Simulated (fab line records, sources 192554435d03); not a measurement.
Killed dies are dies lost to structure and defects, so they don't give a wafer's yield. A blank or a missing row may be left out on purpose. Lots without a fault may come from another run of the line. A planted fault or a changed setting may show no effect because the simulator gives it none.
fab line records | flow n5_finfet | part 2 of 2: steps 5 to 6 of 6
record lots=23 wafers=69 last_day=18
route steps=1938 shown BEOL_M10@1492 BEOL_M11@1549
lots that met no fault: from a run of the same line without faults
start_h: hours from the record's first day to the start of the lot's first wafer shown | wait_h: hours since the lot's step before | " the same as in the row above | L1.1+2: a row that stands for several wafers | - no value, or no start given | * or withheld: withheld | < > ~ a bound
route shown NAME@n: a module of which the file shows steps, and the number in the route of the first | usual: mean/standard deviation of fault-free wafers | same: alike in all rows | chamber/n: place in a boat | sites: the reading at each site | _std_site: their standard deviation | _edge_site: outer sites' mean less inner sites' | radius_mm: how far each site lies from the wafer's centre | mask NAME#n: copy n | behind: the tool/chamber that last shaped the wafer | hold: why the lot was held/for how many hours/how that ended | device: the transistor (n, p or np) that didn't switch | end of line: the same wafers' tests at the end of the route | a step without rows: its recipe alone | killed: dies lost to structure and defects at the first sort, not the wafer's yield | map: a wafer's dies, x killed, . not, _ none there
set.NAME: the setting as run; set.NAME@STEP: as run at that earlier step | model.NAME: the simulator's own value behind a step, which no gauge read
steps of the route over a sample of lots; a table a step, a row a wafer
services: from which hour (start_h, from the record's first day; less than 0 if before it) a tool's chamber was out of use, for how many hours, and why
## steps
# step N5_BEOL_M11_ETCH_41
# recipe chemistry=CH3F/O2 target=SiCN target_depth_a=426 taper_deg=2 time_s=86 ion_energy_ev=120 mask_material=TiN pressure_mtorr=30 source_w=395 bias_w=75 Ar_flow_sccm=150 CH3F_flow_sccm=30 O2_flow_sccm=20
# usual drypump_motor_current_A=5.8/0.45 oes_product_au=0.79/0.071 rf_vpp_V=297.4/1.6 showerhead_plenum_p_Torr=2.00/0.078 throttle_valve_pct=16.34/0.2
# columns lot.wafer tool chamber start_h wait_h drypump_motor_current_A oes_product_au rf_hours_counter_h rf_vpp_V showerhead_plenum_p_Torr throttle_valve_pct
L075.1 rie_diel-03 1 - - 6.0 0.72 207 294.4 1.90 16.40
L075.2 " 0 " " 5.4 0.75 169 297.3 2.00 16.53
L075.5 " 1 " " 6.0 0.72 - 296.9 1.90 16.41
L076.2 rie_diel-05 1 - - 5.3 0.84 75 299.2 2.11 16.10
L076.4 " 1 " " 5.3 0.84 - 298.9 2.11 16.10
L076.5 " 0 " " 6.3 0.84 - 294.8 1.95 16.50
L077.3 rie_diel-04 1 - - 5.4 0.83 71 295.6 1.94 16.61
L077.5 " 1 " " 5.4 0.83 - 296.4 1.94 16.61
L077.6 " 2 " " 4.7 0.72 - 298.0 2.07 16.19
L078.1 rie_diel-05 1 - - 5.4 0.86 79 300.5 2.11 16.12
L078.4 " 0 " " 6.3 0.84 - 297.0 1.94 16.53
L078.5 " 1 " " 5.3 0.85 - 298.7 2.11 16.11
L079.1 rie_diel-03 0 - - 5.4 0.74 176 296.1 1.99 16.54
L079.3 " 3 " " 6.1 0.90 41 298.6 2.13 16.38
L079.5 " 2 " " 6.2 0.80 - 298.2 2.01 16.14
L084.1 rie_diel-03 1 - - 6.0 0.71 217 295.3 1.90 16.41
L084.3 " 2 " " 6.1 0.81 97 297.0 2.01 16.11
L084.6 " 0 " " 5.4 0.73 - 295.8 1.99 16.55
L080.2 rie_diel-05 2 - - 5.4 0.82 100 299.7 2.10 16.21
L080.5 " 0 " " 6.3 0.82 - 296.3 1.94 16.54
L080.6 " 1 " " 5.3 0.83 - 299.7 2.11 16.14
L081.1 rie_diel-03 2 - - 6.1 0.81 98 298.3 2.01 16.13
L081.2 " 3 " " 6.1 0.89 44 299.2 2.13 16.43
L081.3 " 1 " " 6.0 0.71 218 295.2 1.90 16.40
L082.1 rie_diel-04 0 - - 6.3 0.71 204 297.6 1.98 16.30
L082.3 " 1 " " 5.3 0.82 79 295.8 1.94 16.64
L082.5 " 0 " " 6.3 0.71 - 296.2 1.98 16.30
L083.2 rie_diel-04 0 - - 6.2 0.72 208 297.8 1.98 16.32
L083.5 " 3 " " 6.0 0.72 - 296.3 1.90 16.32
L083.6 " 0 " " 6.2 0.71 - 296.4 1.98 16.32
L086.3 rie_diel-05 3 - - 5.3 0.96 9 298.3 1.97 15.91
L086.4 " 1 " " 5.3 0.82 94 299.6 2.10 16.14
L086.5 " 0 " " 6.3 0.81 - 297.2 1.94 16.53
L085.2 rie_diel-03 3 - - 6.1 0.87 53 300.7 2.13 16.43
L085.5 " 2 " " 6.1 0.80 - 297.9 2.01 16.17
L085.6 " 1 " " 6.0 0.70 - 295.5 1.90 16.42
L088.2 rie_diel-03 0 - - 5.4 0.72 193 295.7 1.99 16.58
L088.3 " 3 " " 6.1 0.87 61 299.5 2.12 16.45
L088.5 " 3 " " 6.0 0.85 - 298.7 2.12 16.44
L087.1 rie_diel-05 3 - - 5.3 0.93 17 296.3 1.97 15.92
L087.4 " 1 " " 5.3 0.82 102 299.6 2.10 16.16
L087.5 " 2 " " 5.4 0.81 - 297.9 2.09 16.24
L089.1 rie_diel-05 3 - - 5.4 0.92 19 296.5 1.97 15.93
L089.2 " 0 " " 6.3 0.81 98 297.0 1.94 16.57
L089.4 " 1 " " 5.3 0.81 103 300.7 2.10 16.13
L090.1 rie_diel-03 0 - - 5.4 0.71 196 298.2 1.99 16.59
L090.2 " 2 " " 6.1 0.80 111 296.5 2.01 16.16
L090.3 " 3 " " 6.0 0.85 65 299.6 2.12 16.45
L092.4 rie_diel-03 0 - - 5.4 0.72 202 296.9 1.99 16.60
L092.5 " 0 " " 5.4 0.72 - 296.5 1.99 16.59
L092.6 " 3 " " 6.0 0.85 - 299.3 2.12 16.46
L095.1 rie_diel-03 3 - - 6.1 0.85 73 299.0 2.12 16.46
L095.2 " 2 " " 6.2 0.79 119 296.9 2.01 16.17
L095.3 " 1 " " 6.0 0.69 246 294.9 1.89 16.47
L093.1 rie_diel-04 0 - - 6.3 0.70 211 298.1 1.98 16.32
L093.4 " 3 " " 6.0 0.71 193 295.4 1.90 16.31
L093.6 " 3 " " 6.0 0.71 - 295.5 1.90 16.31
L094.1 rie_diel-03 1 - - 6.0 0.69 250 295.0 1.89 16.46
L094.2 " 0 " " 5.4 0.70 209 296.7 1.98 16.61
L094.3 " 3 " " 6.0 0.84 77 299.1 2.12 16.47
L096.1 rie_diel-05 1 - - 5.3 0.79 119 299.3 2.09 16.19
L096.3 " 0 " " 6.3 0.78 115 295.2 1.93 16.59
L096.4 " 2 " " 5.4 0.79 133 299.2 2.08 16.27
L097.1 rie_diel-04 3 - - 6.0 0.71 199 295.5 1.90 16.32
L097.3 " 2 " " 4.8 0.69 219 299.2 2.06 16.23
L097.6 " 1 " " 5.4 0.81 - 296.4 1.94 16.68
L091.3 rie_diel-04 2 - - 4.8 0.70 223 299.1 2.06 16.24
L091.4 " 0 " " 6.2 0.70 226 297.6 1.97 16.35
L091.6 " 1 " " 5.4 0.79 - 296.0 1.94 16.69
# step N5_BEOL_M11_STRIP_77
# recipe chemistry=N2/H2 time_s=10 power_w=450 temp_c=40 pressure_mtorr=20 rf_frequency_hz=6e+07 bias_power_w=7 n2_flow_sccm=200 h2_flow_sccm=200
# usual drypump_motor_current_A=5.8/0.45 oes_product_au=0.79/0.072 rf_vpp_V=59.2/0.94 showerhead_plenum_p_Torr=2.54/0.1 throttle_valve_pct=23.69/0.3
# columns lot.wafer tool chamber start_h wait_h drypump_motor_current_A oes_product_au rf_hours_counter_h rf_vpp_V showerhead_plenum_p_Torr throttle_valve_pct
L075.1 rie_diel-03 1 - - 6.0 0.71 207 59.5 2.40 23.58
L075.2 " 0 " " 5.4 0.75 169 59.3 2.53 23.60
L075.5 " 1 " " 6.0 0.71 - 58.7 2.40 23.61
L076.2 rie_diel-05 1 - - 5.3 0.85 75 58.0 2.68 23.46
L076.4 " 1 " " 5.3 0.85 - 59.6 2.68 23.46
L076.5 " 0 " " 6.3 0.85 - 61.0 2.47 24.10
L077.3 rie_diel-04 1 - - 5.4 0.83 71 59.5 2.46 24.21
L077.5 " 1 " " 5.4 0.82 - 59.8 2.46 24.21
L077.6 " 2 " " 4.8 0.71 - 59.3 2.63 23.41
L078.1 rie_diel-05 1 - - 5.3 0.83 79 59.4 2.68 23.47
L078.4 " 0 " " 6.3 0.83 - 58.1 2.47 24.10
L078.5 " 1 " " 5.3 0.85 - 60.3 2.68 23.47
L079.1 rie_diel-03 0 - - 5.4 0.73 176 58.6 2.53 23.60
L079.3 " 3 " " 6.1 0.89 41 59.2 2.70 23.96
L079.5 " 2 " " 6.2 0.80 - 58.2 2.56 23.31
L084.1 rie_diel-03 1 - - 6.0 0.72 217 59.5 2.40 23.62
L084.3 " 2 " " 6.2 0.82 97 58.8 2.56 23.31
L084.6 " 0 " " 5.4 0.74 - 58.5 2.53 23.61
L080.2 rie_diel-05 2 - - 5.5 0.82 100 60.8 2.67 23.90
L080.5 " 0 " " 6.3 0.83 - 59.5 2.47 24.11
L080.6 " 1 " " 5.3 0.84 - 61.6 2.68 23.47
L081.1 rie_diel-03 2 - - 6.1 0.81 98 58.5 2.56 23.33
L081.2 " 3 " " 6.1 0.89 44 59.7 2.70 23.96
L081.3 " 1 " " 6.0 0.72 218 58.9 2.40 23.62
L082.1 rie_diel-04 0 - - 6.3 0.72 204 59.1 2.52 23.43
L082.3 " 1 " " 5.4 0.82 79 59.2 2.46 24.22
L082.5 " 0 " " 6.3 0.72 - 58.8 2.52 23.42
L083.2 rie_diel-04 0 - - 6.3 0.71 208 60.2 2.52 23.44
L083.5 " 3 " " 6.0 0.72 - 59.3 2.42 23.67
L083.6 " 0 " " 6.3 0.72 - 59.2 2.52 23.42
L086.3 rie_diel-05 3 - - 5.3 0.96 9 61.6 2.49 23.20
L086.4 " 1 " " 5.3 0.83 94 59.3 2.67 23.51
L086.5 " 0 " " 6.3 0.82 - 58.0 2.46 24.12
L085.2 rie_diel-03 3 - - 6.1 0.87 53 60.6 2.69 23.97
L085.5 " 2 " " 6.1 0.80 - 59.8 2.56 23.33
L085.6 " 1 " " 6.0 0.71 - 58.3 2.39 23.63
L088.2 rie_diel-03 0 - - 5.4 0.72 193 57.6 2.52 23.64
L088.3 " 3 " " 6.1 0.86 61 59.7 2.69 23.97
L088.5 " 3 " " 6.1 0.86 - 58.1 2.69 23.98
L087.1 rie_diel-05 3 - - 5.3 0.92 17 60.6 2.49 23.22
L087.4 " 1 " " 5.3 0.81 102 58.9 2.67 23.51
L087.5 " 2 " " 5.5 0.81 - 58.7 2.66 23.91
L089.1 rie_diel-05 3 - - 5.3 0.93 19 59.6 2.49 23.20
L089.2 " 0 " " 6.3 0.81 98 58.8 2.46 24.12
L089.4 " 1 " " 5.3 0.82 103 61.6 2.67 23.48
L090.1 rie_diel-03 0 - - 5.4 0.72 196 58.7 2.52 23.62
L090.2 " 2 " " 6.2 0.79 111 57.8 2.56 23.33
L090.3 " 3 " " 6.1 0.87 65 59.5 2.69 23.98
L092.4 rie_diel-03 0 - - 5.4 0.71 202 59.6 2.52 23.63
L092.5 " 0 " " 5.4 0.71 - 58.1 2.52 23.63
L092.6 " 3 " " 6.1 0.85 - 59.6 2.69 23.99
L095.1 rie_diel-03 3 - - 6.1 0.85 73 59.1 2.69 23.98
L095.2 " 2 " " 6.2 0.78 119 57.8 2.55 23.34
L095.3 " 1 " " 6.0 0.69 246 59.9 2.38 23.65
L093.1 rie_diel-04 0 - - 6.2 0.71 211 59.2 2.51 23.45
L093.4 " 3 " " 6.0 0.71 193 60.4 2.41 23.70
L093.6 " 3 " " 6.0 0.71 - 58.0 2.41 23.69
L094.1 rie_diel-03 1 - - 6.0 0.69 250 59.0 2.38 23.65
L094.2 " 0 " " 5.4 0.70 209 57.6 2.52 23.65
L094.3 " 3 " " 6.1 0.84 77 59.4 2.68 24.00
L096.1 rie_diel-05 1 - - 5.3 0.80 119 62.0 2.66 23.52
L096.3 " 0 " " 6.4 0.78 115 57.3 2.45 24.15
L096.4 " 2 " " 5.4 0.79 133 59.9 2.65 23.94
L097.1 rie_diel-04 3 - - 6.0 0.71 199 60.6 2.41 23.68
L097.3 " 2 " " 4.8 0.69 219 59.7 2.62 23.46
L097.6 " 1 " " 5.4 0.81 - 58.8 2.45 24.24
L091.3 rie_diel-04 2 - - 4.8 0.69 223 60.3 2.62 23.45
L091.4 " 0 " " 6.3 0.70 226 58.2 2.51 23.45
L091.6 " 1 " " 5.4 0.79 - 57.4 2.45 24.25
## services
# columns tool chamber start_h hours kind
rie_diel-04 3 210.71 1.6 repair
rie_diel-01 2 231.57 - clean
rie_diel-01 2 231.57 - consumable_replace:focus_ring
rie_diel-01 2 231.57 32.8 scheduled_down
rie_diel-01 2 231.57 32.8 vent_cycle
rie_diel-02 - 241.53 15.6 pm
rie_diel-05 3 242.10 - clean
rie_diel-05 3 242.10 - consumable_replace:focus_ring
rie_diel-05 3 242.10 27.1 scheduled_down
rie_diel-05 3 242.10 27.1 vent_cycle
rie_diel-05 1 245.40 1.7 repair
rie_diel-06 1 266.28 23.2 repair
rie_diel-04 2 270.32 2.7 repair
rie_diel-04 2 293.38 3.7 repair
rie_diel-01 0 346.38 - clean
rie_diel-03 1 352.01 - clean
rie_diel-03 1 352.01 - consumable_replace:focus_ring
rie_diel-03 1 352.01 - consumable_replace:showerhead
rie_diel-03 1 352.01 10.5 scheduled_down
rie_diel-03 1 352.01 10.5 vent_cycle
rie_diel-06 3 353.66 29.7 repair
rie_diel-06 1 363.58 4.0 repair
rie_diel-03 - 370.21 10.0 pm
rie_diel-04 2 373.47 3.8 repair
